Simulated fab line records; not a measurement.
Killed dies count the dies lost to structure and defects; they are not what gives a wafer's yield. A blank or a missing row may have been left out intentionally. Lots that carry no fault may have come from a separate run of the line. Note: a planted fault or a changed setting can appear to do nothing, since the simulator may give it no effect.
Which tool did it? + flow n5Finfet + Sampling: 24 lots, 72 wafers, 6 of 1938 route steps

## WHAT THE GAUGES READ, wafer by wafer
Not one reading of a measure or inspect step in the record can be checked against a usual standard deviation.

## TOOL THAT RAN EACH LOT (tool first, then ch and the chambers of the sampled wafers, then the start)
| lot  | N5_BEOL_M4_ALD_84                  | N5_BEOL_M4_ANNEAL_93        | N5_BEOL_M4_SPUTTER_94       | N5_BEOL_M4_CO_CAP_55            | N5_BEOL_M5_CURE_79           | N5_BEOL_M5_HM_DEP_02        |
|------|------------------------------------|-----------------------------|-----------------------------|---------------------------------|------------------------------|-----------------------------|
| L075 | aldMetal-03 ch 0,1, day 7 20:07    | pvdSputter-02, day 7 22:07  | pvdSputter-02, day 7 22:16  | cvdCo-01 ch 0,2, day 7 23:20    | uvCure-02 ch 0, day 8 00:36  | pvdSputter-01, day 8 02:09  |
| L074 | aldMetal-04 ch 1,2, day 7 23:26    | pvdSputter-03, day 8 01:25  | pvdSputter-03, day 8 01:34  | cvdCo-01 ch 0,1, day 8 02:46    | uvCure-01 ch 1, day 8 04:28  | pvdSputter-01, day 8 05:01  |
| L076 | aldMetal-02 ch 1,2,3, day 8 04:47  | pvdSputter-01, day 8 06:45  | pvdSputter-01, day 8 06:53  | cvdCo-02 ch 1,2, day 8 07:58    | uvCure-01 ch 2, day 8 09:14  | pvdSputter-02, day 8 11:11  |
| L077 | aldMetal-04 ch 2,3, day 8 12:10    | pvdSputter-02, day 8 14:08  | pvdSputter-02, day 8 14:16  | cvdCo-01 ch 0,1,2, day 8 15:41  | uvCure-03 ch 0, day 8 16:57  | pvdSputter-01, day 8 18:10  |
| L078 | aldMetal-04 ch 0,1,2, day 8 22:38  | pvdSputter-01, day 9 00:37  | pvdSputter-01, day 9 00:45  | cvdCo-02 ch 0,1, day 9 01:50    | uvCure-02 ch 1, day 9 03:05  | pvdSputter-03, day 9 03:47  |
| L079 | aldMetal-03 ch 2,3, day 8 22:43    | pvdSputter-02, day 9 00:50  | pvdSputter-02, day 9 00:58  | cvdCo-01 ch 0,1,2, day 9 02:19  | uvCure-02 ch 1, day 9 03:40  | pvdSputter-01, day 9 04:21  |
| L080 | aldMetal-02 ch 1,2,3, day 10 03:23 | pvdSputter-02, day 10 05:13 | pvdSputter-02, day 10 05:22 | cvdCo-02 ch 0,1,2, day 10 07:35 | uvCure-03 ch 1, day 10 09:18 | pvdSputter-01, day 10 10:06 |
| L081 | aldMetal-04 ch 0,1, day 10 03:46   | pvdSputter-03, day 10 05:58 | pvdSputter-03, day 10 06:06 | cvdCo-01 ch 0,1,2, day 10 08:04 | uvCure-02 ch 2, day 10 09:25 | pvdSputter-03, day 10 10:06 |
| L082 | aldMetal-02 ch 1,2,3, day 10 05:47 | pvdSputter-01, day 10 07:44 | pvdSputter-01, day 10 07:53 | cvdCo-01 ch 1,2, day 10 08:59   | uvCure-03 ch 2, day 10 10:15 | pvdSputter-01, day 10 12:45 |
| L084 | aldMetal-03 ch 0,1,3, day 10 10:07 | pvdSputter-01, day 10 12:03 | pvdSputter-01, day 10 12:11 | cvdCo-02 ch 0,2, day 10 13:29   | uvCure-03 ch 0, day 10 14:55 | pvdSputter-03, day 10 16:19 |
| L085 | aldMetal-02 ch 1,2, day 10 16:11   | pvdSputter-03, day 10 18:25 | pvdSputter-03, day 10 18:33 | cvdCo-01 ch 1,2, day 10 19:47   | uvCure-01 ch 2, day 10 21:02 | pvdSputter-01, day 10 23:19 |
| L083 | aldMetal-02 ch 1,2,3, day 10 20:45 | pvdSputter-01, day 10 22:44 | pvdSputter-01, day 10 22:53 | cvdCo-01 ch 0,2, day 11 00:10   | uvCure-03 ch 1, day 11 01:36 | pvdSputter-03, day 11 03:19 |
| L086 | aldMetal-03 ch 1,2, day 11 03:37   | pvdSputter-03, day 11 05:36 | pvdSputter-03, day 11 05:44 | cvdCo-02 ch 1,2, day 11 06:50   | uvCure-02 ch 2, day 11 08:16 | pvdSputter-01, day 11 09:29 |
| L087 | aldMetal-03 ch 0,2,3, day 11 09:29 | pvdSputter-01, day 11 11:25 | pvdSputter-01, day 11 11:34 | cvdCo-02 ch 0,2, day 11 13:14   | uvCure-03 ch 1, day 11 14:29 | pvdSputter-02, day 11 17:35 |
| L088 | aldMetal-02 ch 1,2, day 11 09:36   | pvdSputter-03, day 11 13:02 | pvdSputter-03, day 11 13:11 | cvdCo-02 ch 0,1,2, day 11 14:16 | uvCure-01 ch 2, day 11 15:41 | pvdSputter-01, day 11 17:44 |
| L089 | aldMetal-02 ch 1,2,3, day 11 14:23 | pvdSputter-02, day 11 16:31 | pvdSputter-02, day 11 16:39 | cvdCo-01 ch 0,1,2, day 11 18:06 | uvCure-03 ch 2, day 11 19:22 | pvdSputter-03, day 11 20:49 |
| L090 | aldMetal-02 ch 1,3, day 11 18:04   | pvdSputter-02, day 11 20:08 | pvdSputter-02, day 11 20:16 | cvdCo-02 ch 0,1, day 12 00:35   | uvCure-01 ch 0, day 12 02:21 | pvdSputter-01, day 12 02:58 |
| L091 | aldMetal-03 ch 2,3, day 11 18:14   | pvdSputter-01, day 11 20:24 | pvdSputter-01, day 11 20:32 | cvdCo-02 ch 1,2, day 12 00:52   | uvCure-02 ch 0, day 12 02:48 | pvdSputter-03, day 12 03:27 |
| L092 | aldMetal-04 ch 0,2, day 12 14:37   | pvdSputter-03, day 12 16:29 | pvdSputter-03, day 12 16:37 | cvdCo-02 ch 1,2, day 12 17:42   | uvCure-01 ch 0, day 12 19:39 | pvdSputter-02, day 12 20:24 |
| L093 | aldMetal-02 ch 1,2,3, day 12 14:50 | pvdSputter-01, day 12 16:54 | pvdSputter-01, day 12 17:02 | cvdCo-02 ch 1,2, day 12 18:29   | uvCure-01 ch 0, day 12 20:50 | pvdSputter-01, day 12 22:44 |
| L094 | aldMetal-03 ch 0,2,3, day 12 17:44 | pvdSputter-03, day 12 19:39 | pvdSputter-03, day 12 19:47 | cvdCo-02 ch 0,1, day 12 20:53   | uvCure-01 ch 2, day 12 22:34 | pvdSputter-02, day 12 23:19 |
| L095 | aldMetal-02 ch 1,2, day 13 16:05   | pvdSputter-01, day 13 18:02 | pvdSputter-01, day 13 18:10 | cvdCo-02 ch 0,1, day 13 19:41   | uvCure-01 ch 1, day 13 21:26 | pvdSputter-03, day 13 22:34 |
| L096 | aldMetal-04 ch 0,2,3, day 13 23:56 | pvdSputter-01, day 14 01:59 | pvdSputter-01, day 14 02:07 | cvdCo-01 ch 0,1,2, day 14 03:13 | uvCure-01 ch 2, day 14 05:02 | pvdSputter-01, day 14 06:37 |
| L097 | aldMetal-02 ch 1,2, day 14 00:26   | pvdSputter-02, day 14 02:32 | pvdSputter-02, day 14 02:40 | cvdCo-01 ch 0,2, day 14 03:45   | uvCure-03 ch 1, day 14 05:43 | pvdSputter-03, day 14 08:40 |
- N5_BEOL_M4_ALD_84: deposits TaN, pulse time 2 s, purge time 3 s, co reactant purge time 2 s.
- N5_BEOL_M4_ANNEAL_93: time 240 s.
- N5_BEOL_M4_SPUTTER_94: material Cu, target thk 4.5 nm, time 8.29 s.
- N5_BEOL_M4_CO_CAP_55: material Co, precursor CCTBA/H2, target thk 2 nm, time 102.1 s.
- N5_BEOL_M5_CURE_79: cures SiCOH lowk, time 240 s.
- N5_BEOL_M5_HM_DEP_02: deposits TiN, target thk 20 nm.

## WHAT THE TOOLS THEMSELVES READ (means of the sampled wafers that have a number; where no wafer has one, the mark that the record gives instead)
N5_BEOL_M4_ALD_84. Usual: heaterPowerW at 411 W, with a standard deviation of 40.
| lot  | tool        | heaterPowerW (W) | flag |
|------|-------------|------------------|------|
| L075 | aldMetal-03 | 378              |      |
| L074 | aldMetal-04 | 397              |      |
| L076 | aldMetal-02 | 405              |      |
| L077 | aldMetal-04 | 378              |      |
| L078 | aldMetal-04 | 436              |      |
| L079 | aldMetal-03 | 443              |      |
| L080 | aldMetal-02 | 408              |      |
| L081 | aldMetal-04 | 451              |      |
| L082 | aldMetal-02 | 404              |      |
| L084 | aldMetal-03 | 409              |      |
| L085 | aldMetal-02 | 433              |      |
| L083 | aldMetal-02 | 404              |      |
| L086 | aldMetal-03 | 420              |      |
| L087 | aldMetal-03 | 417              |      |
| L088 | aldMetal-02 | 438              |      |
| L089 | aldMetal-02 | 404              |      |
| L090 | aldMetal-02 | 396              |      |
| L091 | aldMetal-03 | 440              |      |
| L092 | aldMetal-04 | 469              |      |
| L093 | aldMetal-02 | 406              |      |
| L094 | aldMetal-03 | 420              |      |
| L095 | aldMetal-02 | 419              |      |
| L096 | aldMetal-04 | 418              |      |
| L097 | aldMetal-02 | 429              |      |

N5_BEOL_M4_ANNEAL_93. Usual: heaterPowerW at 798 W, with a standard deviation of 61.
| lot  | tool          | heaterPowerW (W) | flag |
|------|---------------|------------------|------|
| L075 | pvdSputter-02 | 804              |      |
| L074 | pvdSputter-03 | 837              |      |
| L076 | pvdSputter-01 | 720              |      |
| L077 | pvdSputter-02 | 821              |      |
| L078 | pvdSputter-01 | 769              |      |
| L079 | pvdSputter-02 | 858              |      |
| L080 | pvdSputter-02 | 795              |      |
| L081 | pvdSputter-03 | 842              |      |
| L082 | pvdSputter-01 | 758              |      |
| L084 | pvdSputter-01 | 726              |      |
| L085 | pvdSputter-03 | 830              |      |
| L083 | pvdSputter-01 | 720              |      |
| L086 | pvdSputter-03 | 839              |      |
| L087 | pvdSputter-01 | 763              |      |
| L088 | pvdSputter-03 | 827              |      |
| L089 | pvdSputter-02 | 824              |      |
| L090 | pvdSputter-02 | 813              |      |
| L091 | pvdSputter-01 | 759              |      |
| L092 | pvdSputter-03 | 819              |      |
| L093 | pvdSputter-01 | 732              |      |
| L094 | pvdSputter-03 | 827              |      |
| L095 | pvdSputter-01 | 726              |      |
| L096 | pvdSputter-01 | 727              |      |
| L097 | pvdSputter-02 | 794              |      |

N5_BEOL_M4_SPUTTER_94. Usual: chuckGasFlowSccm 1.26 sccm, standard deviation 0.053; throttleValvePct 30.0 %, standard deviation 0.87.
| lot  | tool          | chuckGasFlowSccm (sccm) | throttleValvePct (%) | flag |
|------|---------------|-------------------------|----------------------|------|
| L075 | pvdSputter-02 | 1.26                    | 30.0                 |      |
| L074 | pvdSputter-03 | 1.21                    | 29.6                 |      |
| L076 | pvdSputter-01 | 1.28                    | 29.4                 |      |
| L077 | pvdSputter-02 | 1.30                    | 30.7                 |      |
| L078 | pvdSputter-01 | 1.29                    | 30.4                 |      |
| L079 | pvdSputter-02 | 1.34                    | 30.1                 |      |
| L080 | pvdSputter-02 | 1.27                    | 30.8                 |      |
| L081 | pvdSputter-03 | 1.29                    | 29.9                 |      |
| L082 | pvdSputter-01 | 1.25                    | 29.7                 |      |
| L084 | pvdSputter-01 | 1.25                    | 29.2                 |      |
| L085 | pvdSputter-03 | 1.27                    | 29.8                 |      |
| L083 | pvdSputter-01 | 1.25                    | 29.4                 |      |
| L086 | pvdSputter-03 | 1.27                    | 30.1                 |      |
| L087 | pvdSputter-01 | 1.31                    | 29.7                 |      |
| L088 | pvdSputter-03 | 1.28                    | 29.7                 |      |
| L089 | pvdSputter-02 | 1.25                    | 29.9                 |      |
| L090 | pvdSputter-02 | 1.23                    | 30.8                 |      |
| L091 | pvdSputter-01 | 1.25                    | 29.7                 |      |
| L092 | pvdSputter-03 | 1.28                    | 29.6                 |      |
| L093 | pvdSputter-01 | 1.26                    | 30.4                 |      |
| L094 | pvdSputter-03 | 1.33                    | 30.2                 |      |
| L095 | pvdSputter-01 | 1.27                    | 30.0                 |      |
| L096 | pvdSputter-01 | 1.27                    | 29.5                 |      |
| L097 | pvdSputter-02 | 1.24                    | 31.0                 |      |

N5_BEOL_M4_CO_CAP_55. Usual: heaterPowerW at 228 W, with a standard deviation of 17.
| lot  | tool     | heaterPowerW (W) | flag |
|------|----------|------------------|------|
| L075 | cvdCo-01 | 246              |      |
| L074 | cvdCo-01 | 220              |      |
| L076 | cvdCo-02 | 222              |      |
| L077 | cvdCo-01 | 227              |      |
| L078 | cvdCo-02 | 236              |      |
| L079 | cvdCo-01 | 227              |      |
| L080 | cvdCo-02 | 231              |      |
| L081 | cvdCo-01 | 229              |      |
| L082 | cvdCo-01 | 217              |      |
| L084 | cvdCo-02 | 223              |      |
| L085 | cvdCo-01 | 211              |      |
| L083 | cvdCo-01 | 239              |      |
| L086 | cvdCo-02 | 221              |      |
| L087 | cvdCo-02 | 233              |      |
| L088 | cvdCo-02 | 228              |      |
| L089 | cvdCo-01 | 226              |      |
| L090 | cvdCo-02 | 235              |      |
| L091 | cvdCo-02 | 216              |      |
| L092 | cvdCo-02 | 222              |      |
| L093 | cvdCo-02 | 220              |      |
| L094 | cvdCo-02 | 233              |      |
| L095 | cvdCo-02 | 233              |      |
| L096 | cvdCo-01 | 227              |      |
| L097 | cvdCo-01 | 245              |      |

N5_BEOL_M5_CURE_79. Usual: lampPowerPct 52.30 %, standard deviation 0.056; wafer_temp_C_max 386.6, standard deviation 0.87.
| lot  | tool      | lampPowerPct (%) | wafer_temp_C_max | flag |
|------|-----------|------------------|------------------|------|
| L075 | uvCure-02 | 52.32            | 386.5            |      |
| L074 | uvCure-01 | 52.28            | 385.9            |      |
| L076 | uvCure-01 | 52.25            | 386.0            |      |
| L077 | uvCure-03 | 52.27            | 386.2            |      |
| L078 | uvCure-02 | 52.32            | 386.5            |      |
| L079 | uvCure-02 | 52.30            | 386.7            |      |
| L080 | uvCure-03 | 52.31            | 387.7            |      |
| L081 | uvCure-02 | 52.31            | 386.3            |      |
| L082 | uvCure-03 | 52.38            | 385.7            |      |
| L084 | uvCure-03 | 52.25            | 385.9            |      |
| L085 | uvCure-01 | 52.25            | 385.9            |      |
| L083 | uvCure-03 | 52.32            | 388.1            |      |
| L086 | uvCure-02 | 52.30            | 386.2            |      |
| L087 | uvCure-03 | 52.30            | 388.4            |      |
| L088 | uvCure-01 | 52.30            | 386.4            |      |
| L089 | uvCure-03 | 52.34            | 386.0            |      |
| L090 | uvCure-01 | 52.35            | 387.5            |      |
| L091 | uvCure-02 | 52.29            | 386.4            |      |
| L092 | uvCure-01 | 52.31            | 387.4            |      |
| L093 | uvCure-01 | 52.32            | 387.5            |      |
| L094 | uvCure-01 | 52.24            | 386.3            |      |
| L095 | uvCure-01 | 52.29            | 386.0            |      |
| L096 | uvCure-01 | 52.31            | 386.1            |      |
| L097 | uvCure-03 | 52.29            | 388.0            |      |

N5_BEOL_M5_HM_DEP_02. Usual: throttleValvePct at 29.9 %, with a standard deviation of 0.86.
| lot  | tool          | throttleValvePct (%) | flag |
|------|---------------|----------------------|------|
| L075 | pvdSputter-01 | 30.1                 |      |
| L074 | pvdSputter-01 | 28.8                 |      |
| L076 | pvdSputter-02 | 30.4                 |      |
| L077 | pvdSputter-01 | 29.7                 |      |
| L078 | pvdSputter-03 | 29.8                 |      |
| L079 | pvdSputter-01 | 29.9                 |      |
| L080 | pvdSputter-01 | 29.9                 |      |
| L081 | pvdSputter-03 | 29.8                 |      |
| L082 | pvdSputter-01 | 30.0                 |      |
| L084 | pvdSputter-03 | 29.7                 |      |
| L085 | pvdSputter-01 | 29.3                 |      |
| L083 | pvdSputter-03 | 29.9                 |      |
| L086 | pvdSputter-01 | 29.3                 |      |
| L087 | pvdSputter-02 | 30.8                 |      |
| L088 | pvdSputter-01 | 29.4                 |      |
| L089 | pvdSputter-03 | 29.7                 |      |
| L090 | pvdSputter-01 | 29.7                 |      |
| L091 | pvdSputter-03 | 29.4                 |      |
| L092 | pvdSputter-02 | 30.8                 |      |
| L093 | pvdSputter-01 | 30.4                 |      |
| L094 | pvdSputter-02 | 31.1                 |      |
| L095 | pvdSputter-03 | 30.0                 |      |
| L096 | pvdSputter-01 | 29.9                 |      |
| L097 | pvdSputter-03 | 29.7                 |      |

## THE ANSWER, worked out from the rows above alone
Rule: lot off if the mean of its wafers having a number is beyond 3 standard deviations from the usual mean. A lot without any number at a reading at which 4 lots or more have one is off too. Any other lot the step has rows for is counted as sound. After the gauges, taken in route order, come the tools' own readings; for these a lot's mean is taken, as printed above. The first step at which some lot is off is used, and at that step the reading that is off furthest; a lot without a number counts as furthest.
No lot is off at any reading shown: from this, nothing can be told.

## WHAT WAS PUT IN BY THE SIMULATOR
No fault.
